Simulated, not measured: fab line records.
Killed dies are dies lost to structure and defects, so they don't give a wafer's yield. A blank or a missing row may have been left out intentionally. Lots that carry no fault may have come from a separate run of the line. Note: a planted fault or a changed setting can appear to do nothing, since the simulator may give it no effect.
fab line records    flow n5-finfet
record: lots: 9  wafers: 27  last-day: 19
route steps=1938 shown BEOL_M4@1111 BEOL_M15@1806 MIM_BOT_ETCH@1866 PASSIVATION@1936
lots that met no fault: taken from a fault-free run of the same line
start-h: start of the lot's first displayed wafer, in hours after the record's first day    wait-h: hours elapsed since this lot's preceding step    " as in the row above    L1.1+2: several wafers, shown together as one row    - no value, or no start was given    * or withheld: withheld    < > ~ a bound
route shown NAME@n: NAME is a module with steps in the file, n the number in the route of the first one    usual: mean/standard deviation taken from wafers without a fault    same: alike in all rows    chamber/n: place in a boat    sites: each site's reading    _std_site: standard deviation across them    _edge_site: the outer-site mean with the inner-site mean subtracted    radius-mm: how far each site lies from the wafer's centre    mask NAME#n: copy n    behind: the tool/chamber that last shaped the wafer    hold: why the lot was held/for how many hours/how that ended    device: the n, p or np transistor that did not switch    end of line: the route-end tests of the same wafers    for a step that has no rows: nothing shown but its recipe    killed: at the first sort, the dies lost to defects and structure; wafer yield is something else    map: a wafer's dies, x killed, . not, _ none there
set.NAME: the setting as run; set.NAME@STEP: as run at that earlier step    model.NAME: the simulator's own value behind a step, which no gauge read
steps of the route over a sample of lots; a table a step, a row a wafer
services: when a tool's chamber went out of use (start-h, in hours from the record's first day, below 0 if earlier), for how many hours, and the reason
== steps ==
step: N5_BEOL_M4_RC_MEAS_101
usual: DIBL_N: 35.9/1.3  DIBL_P: 35.9/1.5  IOFF_N: 0.152/0.023  IOFF_P: 0.204/0.027  ION_N: 673/9.2  ION_P: 462/6.7  SS_N: 71.4/0.48  SS_P: 73.2/0.55  VT_N: 250.3/2.6  VT_P: -250.6/3
lot.wafer  tool       chamber  start-h  wait-h  DIBL_N[mV/V]  DIBL_P[mV/V]  IOFF_N[nA/um]  IOFF_P[nA/um]  ION_N[uA/um]  ION_P[uA/um]  SS_N[mV/dec]  SS_P[mV/dec]  VT_N[mV]  VT_P[mV]
L511.1     prober-02  0        180.88   0.0     35.2          35.1          0.120          0.163          662           455           70.9          72.3          255.4     -253.8
L511.2     "          0        "        "       37.0          38.1          0.155          0.207          671           468           71.2          72.6          251.9     -251.8
L511.3     "          0        "        "       37.2          37.3          0.149          0.193          659           450           71.6          73.2          250.1     -251.3
L513.1     prober-02  0        188.38   0.0     33.8          34.7          0.143          0.199          667           461           71.0          72.4          250.9     -250.0
L513.5     "          0        "        "       33.5          34.5          0.133          0.186          672           464           71.5          72.5          250.1     -250.8
L513.6     "          0        "        "       33.9          35.1          0.139          0.199          663           464           70.9          72.8          250.9     -250.2
L516.3     prober-01  0        208.75   0.3     36.4          35.8          0.154          0.200          679           463           72.0          73.5          249.3     -250.5
L516.4     "          0        "        "       37.3          37.5          0.167          0.220          662           460           71.9          74.8          248.3     -250.0
L516.6     "          0        "        "       35.5          35.5          0.135          0.189          666           463           71.7          72.9          249.8     -253.4
L517.1     prober-02  0        230.87   0.0     36.6          35.2          0.144          0.217          665           462           71.6          73.5          252.7     -248.6
L517.2     "          0        "        "       37.2          36.9          0.167          0.244          671           464           72.1          74.2          248.3     -249.5
L517.6     "          0        "        "       36.1          34.5          0.141          0.198          659           449           71.9          72.5          253.3     -251.8
L520.1     prober-02  0        267.07   0.0     35.7          35.5          0.134          0.188          669           455           71.1          72.7          249.5     -249.6
L520.3     "          0        "        "       35.0          35.2          0.127          0.198          665           460           70.7          72.8          251.2     -248.8
L520.5     "          0        "        "       35.9          36.2          0.143          0.209          681           461           71.7          73.8          248.9     -248.1
L525.1     prober-01  0        271.93   0.0     33.9          35.3          0.152          0.208          688           474           71.3          72.8          248.7     -248.8
L525.2     "          0        "        "       34.1          36.2          0.156          0.231          682           474           71.0          73.3          250.0     -245.6
L525.5     "          0        "        "       33.2          34.6          0.136          0.201          681           471           70.4          72.7          250.0     -249.4
L526.1     prober-02  0        278.09   0.0     37.4          34.7          0.139          0.161          679           457           71.0          72.6          251.0     -255.2
L526.2     "          0        "        "       39.0          36.7          0.163          0.193          689           463           71.4          73.7          248.7     -253.3
L526.5     "          0        "        "       36.4          33.5          0.121          0.149          669           452           71.3          72.6          252.4     -252.7
L533.1     prober-01  0        331.94   0.0     41.0          40.4          0.248          0.306          686           469           72.2          74.8          245.1     -245.4
L533.2     "          0        "        "       37.6          35.8          0.157          0.216          667           459           72.2          73.7          251.9     -252.3
L533.3     "          0        "        "       38.4          36.5          0.177          0.238          669           455           71.4          74.4          249.1     -249.1
L534.2     prober-02  0        334.79   0.2     35.3          34.3          0.134          0.219          657           466           71.6          73.2          252.8     -247.0
L534.4     "          0        "        "       35.2          34.4          0.130          0.216          667           471           71.4          72.1          249.9     -247.9
L534.6     "          0        "        "       35.9          35.3          0.146          0.240          678           477           71.1          73.7          251.0     -244.7
step: N5_BEOL_M15_INSPECT_30
recipe: mode: adi  inspect-instrument: macro
usual: raw-defect-count: 2.3/1.6
lot.wafer  tool               chamber  start-h  wait-h  raw-defect-count
L511.1     defect-inspect-01  -        267.61   0.0     2
L511.2     "                  -        "        "       3
L511.3     "                  -        "        "       2
L513.1     defect-inspect-01  -        278.80   0.0     2
L513.5     "                  -        "        "       2
L513.6     "                  -        "        "       3
L516.3     defect-inspect-02  -        290.73   0.0     0
L516.4     "                  -        "        "       4
L516.6     "                  -        "        "       1
L517.1     defect-inspect-01  -        317.82   0.0     1
L517.2     "                  -        "        "       1
L517.6     "                  -        "        "       3
L520.1     defect-inspect-02  -        356.26   0.0     8
L520.3     "                  -        "        "       1
L520.5     "                  -        "        "       3
L525.1     defect-inspect-01  -        363.97   0.0     3
L525.2     "                  -        "        "       1
L525.5     "                  -        "        "       3
L526.1     defect-inspect-01  -        369.32   0.0     1
L526.2     "                  -        "        "       2
L526.5     "                  -        "        "       4
L533.1     defect-inspect-02  -        422.56   0.0     2
L533.2     "                  -        "        "       3
L533.3     "                  -        "        "       3
L534.2     defect-inspect-02  -        429.73   0.0     1
L534.4     "                  -        "        "       1
L534.6     "                  -        "        "       2
step: N5_BEOL_M15_STRIP_36
recipe: chemistry: O2  power-w: 600  temp-c: 60  pressure-mtorr: 30  rf-frequency-hz: 6e+07  bias-power-w: 0  overash-fraction: 0.3  o2-flow-sccm: 225
usual: drypump-motor-current-A: 5.55/0.28  oes-product-au: 0.81/0.094  rf-vpp-V: 3.7/0.93  showerhead-plenum-p-Torr: 2.08/0.074  throttle-valve-pct: 16.58/0.23
lot.wafer  tool         chamber  start-h  wait-h  drypump-motor-current-A  oes-product-au  rf-hours-counter-h  rf-vpp-V  showerhead-plenum-p-Torr  throttle-valve-pct
L511.1     rie-diel-01  1        268.07   0.2     5.58                     0.70            240                 4.4       2.15                      16.81
L511.2     "            0        "        "       5.06                     0.81            96                  4.4       2.12                      16.84
L511.3     "            3        "        "       5.66                     0.74            155                 3.6       2.01                      16.38
L513.1     rie-diel-01  1        280.74   1.5     5.61                     0.70            243                 4.2       2.15                      16.82
L513.5     "            1        "        "       5.58                     0.72            -                   3.6       2.15                      16.82
L513.6     "            2        "        "       5.69                     0.70            -                   4.0       2.07                      16.90
L516.3     rie-diel-01  1        292.63   1.6     5.58                     0.68            246                 3.0       2.15                      16.84
L516.4     "            2        "        "       5.70                     0.69            -                   4.4       2.06                      16.91
L516.6     "            1        "        "       5.55                     0.70            -                   3.4       2.15                      16.84
L517.1     rie-diel-06  0        318.66   0.4     5.46                     0.83            93                  3.2       2.12                      16.44
L517.2     "            1        "        "       5.96                     0.84            70                  3.3       2.12                      16.42
L517.6     "            2        "        "       5.98                     0.76            -                   5.0       2.19                      16.46
L520.1     rie-diel-01  0        358.09   1.5     5.07                     0.78            121                 4.6       2.11                      16.92
L520.3     "            2        "        "       5.68                     0.94            10                  4.8       2.06                      16.48
L520.5     "            0        "        "       5.07                     0.78            -                   3.3       2.11                      16.92
L525.1     rie-diel-06  0        364.72   0.4     5.47                     0.81            108                 3.6       2.12                      16.49
L525.2     "            1        "        "       5.98                     0.82            85                  1.7       2.12                      16.43
L525.5     "            0        "        "       5.50                     0.81            -                   5.0       2.12                      16.47
L526.1     rie-diel-06  1        373.31   3.6     5.96                     0.84            88                  3.7       2.12                      16.46
L526.2     "            3        "        "       5.09                     0.97            10                  4.3       2.23                      16.33
L526.5     "            0        "        "       5.45                     0.81            -                   3.8       2.12                      16.49
L533.1     rie-diel-01  1        423.77   0.9     5.57                     0.90            23                  4.6       2.14                      16.42
L533.2     "            3        "        "       5.67                     0.70            205                 3.9       1.99                      16.50
L533.3     "            0        "        "       5.08                     0.76            138                 4.2       2.10                      16.93
L534.2     rie-diel-01  3        431.59   1.5     5.67                     0.70            208                 1.8       1.99                      16.50
L534.4     "            2        "        "       5.67                     0.89            32                  2.3       2.05                      16.50
L534.6     "            1        "        "       5.58                     0.91            -                   4.0       2.14                      16.41
step: N5_BEOL_M15_THK_MEAS_50
recipe: thk-meas-gauge: xrf  reads: Cu_of_BEOL_M15_ECD_47
usual: M15_THK: 849/15
lot.wafer  tool           chamber  start-h  wait-h  M15_THK[nm]
L511.1     film-metro-01  -        270.98   -       863
L511.2     "              -        "        "       862
L511.3     "              -        "        "       849
L513.1     film-metro-01  -        283.33   -       848
L513.5     "              -        "        "       847
L513.6     "              -        "        "       834
L516.3     film-metro-01  -        294.52   -       831
L516.4     "              -        "        "       843
L516.6     "              -        "        "       831
L517.1     film-metro-01  -        321.26   -       858
L517.2     "              -        "        "       840
L517.6     "              -        "        "       853
L520.1     film-metro-02  -        360.31   -       833
L520.3     "              -        "        "       869
L520.5     "              -        "        "       850
L525.1     film-metro-01  -        367.04   -       871
L525.2     "              -        "        "       858
L525.5     "              -        "        "       865
L526.1     film-metro-02  -        375.73   -       841
L526.2     "              -        "        "       865
L526.5     "              -        "        "       841
L533.1     film-metro-02  -        425.66   -       838
L533.2     "              -        "        "       822
L533.3     "              -        "        "       847
L534.2     film-metro-01  -        433.35   -       826
L534.4     "              -        "        "       853
L534.6     "              -        "        "       887
step: N5_MIM_BOT_ETCH_ETCH_04
recipe: chemistry: CF4/O2  target: SiNx  target-depth-a: 260  time-s: 13  ion-energy-ev: 100  pressure-mtorr: 40  source-w: 535  bias-w: 49  Ar_flow_sccm: 100  cf4-flow-sccm: 100  O2_flow_sccm: 10
usual: O2_flow_sccm: 10.000/0.027  bias-w: 49.02/0.14  drypump-motor-current-A: 5.9/0.36  oes-product-au: 0.80/0.082  rf-vpp-V: 241.6/1.8  showerhead-plenum-p-Torr: 2.23/0.098  throttle-valve-pct: 15.92/0.21  time-s: 13/0
lot.wafer  tool         chamber  start-h  wait-h  O2_flow_sccm  bias-w  drypump-motor-current-A  oes-product-au  rf-hours-counter-h  rf-vpp-V  showerhead-plenum-p-Torr  throttle-valve-pct  time-s
L511.1     rie-diel-04  3        276.96   0.0     10.021        49.06   6.0                      0.71            234                 242.3     2.17                      15.97               13
L511.2     "            0        "        "       9.986         48.69   6.4                      0.85            80                  241.2     2.33                      15.79               13
L511.3     "            1        "        "       9.957         49.07   6.1                      0.69            250                 236.7     2.08                      15.98               13
L513.1     rie-diel-02  2        294.07   0.0     9.997         48.93   6.4                      0.92            28                  243.3     2.16                      15.76               13
L513.5     "            2        "        "       9.961         49.03   6.4                      0.92            -                   242.6     2.16                      15.76               13
L513.6     "            3        "        "       10.051        48.95   5.9                      0.70            -                   240.2     2.26                      15.90               13
L516.3     rie-diel-04  0        299.05   0.0     9.985         49.17   6.4                      0.84            88                  240.0     2.32                      15.82               13
L516.4     "            3        "        "       10.002        49.28   6.0                      0.71            242                 241.8     2.17                      16.00               13
L516.6     "            1        "        "       9.984         48.96   6.1                      1.00            -                   240.6     2.34                      15.51               13
L517.1     rie-diel-05  0        325.98   0.0     10.025        49.11   5.5                      0.72            209                 243.4     2.26                      15.92               13
L517.2     "            1        "        "       9.960         49.21   5.4                      0.71            186                 241.5     2.03                      16.25               13
L517.6     "            3        "        "       10.076        48.92   6.3                      0.89            -                   239.9     2.25                      15.82               13
L520.1     rie-diel-05  1        365.04   0.0     10.012        48.89   5.4                      0.71            203                 239.8     2.02                      16.28               13
L520.3     "            3        "        "       9.972         49.31   6.3                      0.89            37                  239.7     2.25                      15.85               13
L520.5     "            1        "        "       9.986         49.10   5.4                      0.70            -                   239.5     2.02                      16.27               13
L525.1     rie-diel-04  3        374.34   0.0     -             -       -                        -               -                   -         -                         -                   -
L525.2     "            1        "        "       -             -       -                        -               -                   -         -                         -                   -
L525.5     "            3        "        "       -             -       -                        -               -                   -         -                         -                   -
L526.1     rie-diel-05  3        380.75   0.0     -             -       -                        -               -                   -         -                         -                   -
L526.2     "            1        "        "       -             -       -                        -               -                   -         -                         -                   -
L526.5     "            0        "        "       -             -       -                        -               -                   -         -                         -                   -
L533.1     rie-diel-05  3        430.90   0.0     10.012        48.89   6.3                      0.84            62                  240.0     2.24                      15.90               13
L533.2     "            1        "        "       9.982         48.96   5.4                      0.69            225                 240.1     2.02                      16.32               13
L533.3     "            0        "        "       9.981         49.31   5.5                      0.69            249                 242.1     2.25                      15.99               13
L534.2     rie-diel-02  1        438.10   0.0     10.001        49.05   5.5                      0.73            176                 244.4     2.29                      16.12               13
L534.4     "            0        "        "       10.004        48.91   5.3                      0.74            -                   239.2     2.29                      15.84               13
L534.6     "            2        "        "       10.012        49.14   6.4                      0.83            -                   245.4     2.14                      15.89               13
step: N5_PASSIVATION_PROBE_49
usual: defect-limited-yield: 91.0/1.5  killed_at_M0_to_M3: 37/12  killed_at_M4_up: 13/5  killed-at-contacts: 13/6.1  killed-at-front-end: 39/11  killed-at-other: 4/3.2  killed-dies: 106/17  killed-on-rim: 13/4.2  killed-open: 69/12  killed-short: 35/7.9  sort_bin_4_leakage: 0.00/0.007  sort_bin_5_function: 5.3/1  sort_bin_6_memory: 3.3/0.68  sort-n-pass: 1074/17  sort-yield-pct: 91.0/1.5
same: gross-dies: 1180  killed-at-back-side: 0  sort_bin_8_speed[%]: 0
lot.wafer  tool       chamber  start-h  wait-h  defect-limited-yield[%]  killed_at_M0_to_M3  killed_at_M4_up  killed-at-contacts  killed-at-front-end  killed-at-other  killed-dies  killed-on-rim  killed-open  killed-short  sort_bin_4_leakage[%]  sort_bin_5_function[%]  sort_bin_6_memory[%]  sort-n-pass  sort-yield-pct[%]
L525.1     prober-02  -        384.07   0.0     0                        28                  11               13                  33                   1095             1180         152            61           24            0                      97.5                    2.1                   0            0
L525.2     prober-02  -        384.12   0.1     0                        21                  18               23                  39                   1079             1180         152            78           26            0                      95.8                    4.1                   0            0
L525.5     prober-02  -        384.27   0.2     0                        35                  10               9                   34                   1092             1180         152            59           29            0                      96.8                    3.1                   0            0
L526.1     prober-01  -        390.37   0.0     0                        55                  16               8                   45                   1056             1180         152            79           52            0                      95.7                    3.7                   0            0
L526.2     prober-01  -        390.42   0.1     0                        34                  16               14                  35                   1081             1180         152            65           39            0                      96.2                    3.6                   0            0
L526.5     prober-01  -        390.57   0.2     0                        36                  14               10                  38                   1082             1180         152            63           39            0                      96.2                    3.5                   0            0
killed by level:class
L525.1 MIM_BOT_ETCH:area-etch=1095 BEOL_M2:geometric-particle:open=13 MOL_CONTACT_COAG:geometric-particle:open=11 FIN_SAQP:geometric-particle:open=6 FIN_SAQP:geometric-particle:short=6 STI_FIN_REVEAL:geometric-particle:open=5 BEOL_M4:geometric-particle:open=5 DUMMY_GATE:geometric-particle:open=4
L525.2 MIM_BOT_ETCH:area-etch=1076 MOL_CONTACT_COAG:geometric-particle:open=19 BEOL_M0_SAQP:geometric-particle:open=10 FIN_SAQP:geometric-particle:open=9 BEOL_M4:geometric-particle:open=8 FIN_SAQP:geometric-particle:short=6 BEOL_M0_SAQP:geometric-particle:short=6 STARTING-WAFER:geometric-particle:open=5
L525.5 MIM_BOT_ETCH:area-etch=1092 BEOL_M0_SAQP:geometric-particle:short=9 BEOL_M0_SAQP:geometric-particle:open=9 BEOL_M3:geometric-particle:open=8 STI_FIN_REVEAL:geometric-particle:open=7 MOL_CONTACT_COAG:geometric-particle:open=6 FIN_SAQP:geometric-particle:open=5 DUMMY_GATE:geometric-particle:open=4
L526.1 MIM_BOT_ETCH:area-etch=1047 FIN_SAQP:geometric-particle:open=14 BEOL_M2:geometric-particle:open=14 BEOL_M0_SAQP:geometric-particle:short=13 FIN_SAQP:geometric-particle:short=9 BEOL_M0_SAQP:geometric-particle:open=9 BEOL_M3:geometric-particle:open=8 STI_FIN_REVEAL:geometric-particle:open=5
L526.2 MIM_BOT_ETCH:area-etch=1074 MOL_CONTACT_COAG:geometric-particle:open=13 BEOL_M0_SAQP:geometric-particle:short=10 FIN_SAQP:geometric-particle:short=7 STI_FIN_REVEAL:geometric-particle:open=6 GATE_CUT:geometric-particle:short=6 BEOL_M1:geometric-particle:open=6 BEOL_M4:geometric-particle:open=6
L526.5 MIM_BOT_ETCH:area-etch=1076 FIN_SAQP:geometric-particle:short=12 BEOL_M2:geometric-particle:open=11 MOL_CONTACT_COAG:geometric-particle:open=8 BEOL_M0_SAQP:geometric-particle:open=7 BEOL_M1:geometric-particle:open=7 FIN_SAQP:geometric-particle:open=5 GATE_CUT:geometric-particle:short=5
== services ==
tool         chamber  start-h  hours  kind
rie-diel-05  0        267.67   7.6    repair
rie-diel-06  2        269.26   3.9    repair
rie-diel-01  0        275.92   17.7   repair
rie-diel-04  1        277.22   -      clean
rie-diel-01  2        304.47   -      clean
rie-diel-01  2        304.47   -      consumable-replace:focus-ring
rie-diel-01  2        304.47   25.8   scheduled-down
rie-diel-01  2        304.47   25.8   vent-cycle
rie-diel-02  3        321.37   8.5    repair
rie-diel-01  1        330.27   -      clean
rie-diel-01  1        330.27   -      consumable-replace:focus-ring
rie-diel-01  1        330.27   16.7   scheduled-down
rie-diel-01  1        330.27   16.7   vent-cycle
rie-diel-05  3        337.33   15.2   repair
rie-diel-06  0        356.11   2.4    repair
rie-diel-02  1        356.92   13.5   repair
rie-diel-01  0        358.70   5.0    repair
rie-diel-01  0        367.00   3.0    repair
rie-diel-06  2        374.77   20.6   repair
rie-diel-04  0        404.31   19.7   repair
rie-diel-06  3        411.55   5.7    repair
rie-diel-05  0        431.98   -      clean
rie-diel-05  0        431.98   -      consumable-replace:esc
rie-diel-05  0        431.98   -      consumable-replace:focus-ring
== key ==
first-sign: step: N5_MIM_BOT_ETCH_ETCH_04  reading: tool-record  direction: missing
effect: step: N5_PASSIVATION_PROBE_49  reading: killed-at-other  direction: up  sigmas: 99+  usual: 4  struck: 1081
more-kills-born-at: N5_MIM_BOT_ETCH_ETCH_04@rie-diel-04: 3263  N5_MIM_BOT_ETCH_ETCH_04@rie-diel-05: 3197
met-at N5_MIM_BOT_ETCH_ETCH_04
struck-lots L525,L526
later-rows-left-out L525.1,L525.2,L525.5,L526.1,L526.2,L526.5
not-acting-at N5_BEOL_M15_INSPECT_30,N5_BEOL_M15_STRIP_36,N5_BEOL_M15_THK_MEAS_50
onset-between 365.04 374.34
fault: kind: skipped-step-whole  tool: rie-diel-04,rie-diel-05  chamber: -  onset-h: 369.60  steps: N5_MIM_BOT_ETCH_ETCH_04  scope: struck-lots-only
later-rows-left-out: the simulator's readings of these wafers behind a module that went badly wrong aren't trusted and aren't shown, but for the sort
